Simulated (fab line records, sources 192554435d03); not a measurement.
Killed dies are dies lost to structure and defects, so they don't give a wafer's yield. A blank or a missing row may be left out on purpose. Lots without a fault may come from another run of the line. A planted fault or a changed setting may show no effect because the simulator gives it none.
Chamber matching | flow n5_finfet | N5_MOL_CONTACT_COAG_ETCHBACK_136 on rie_diel-02: 4 sister chambers
The step etches SiO2 in CHF3, target depth 25 nm, time 16.7 s. 4 wafers are shown with their chamber, then 11 later ones without.

WAFERS WITH THEIR CHAMBER
wafer  | chamber | drypump_motor_current_A (A)
L085.5 | 1       | 5.0
L088.3 | 0       | 5.9
L089.1 | 2       | 6.2
L090.3 | 3       | 6.1

WAFERS WITHOUT THEIR CHAMBER
wafer  | drypump_motor_current_A (A)
L090.5 | 6.1
L090.6 | 5.9
L091.2 | 6.1
L091.4 | 5.9
L091.5 | 6.1
L094.2 | 6.1
L094.3 | 5.8
L094.5 | 6.2
L096.3 | 5.0
L096.4 | 5.9
L096.5 | 5.0

WHICH CHAMBER EACH WENT THROUGH
wafer  | from the rows above | in truth
L090.5 | 3                   | 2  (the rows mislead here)
L090.6 | 0                   | 0
L091.2 | 3                   | 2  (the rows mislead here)
L091.4 | 0                   | 0
L091.5 | 3                   | 3
L094.2 | 3                   | 3
L094.3 | 0                   | 0
L094.5 | 2                   | 2
L096.3 | 1                   | 1
L096.4 | 0                   | 0
L096.5 | 1                   | 1
Placed correctly: 9 of 11. Can't be placed from these rows: 0. Placed wrongly: 2.
How it was worked out, from the rows above alone: a wafer's distance from a chamber is the root of the sum, over the readings, of the square of ((its reading less the chamber's mean) divided by the reading's scatter). The wafer belongs to the nearest chamber; if the next one is less than 2 further off, it can't be placed. A chamber's mean is the mean of its shown wafers. The scatter: with one shown wafer a chamber, the root of the mean of the squares of how far each hidden wafer lies from its nearest shown one.
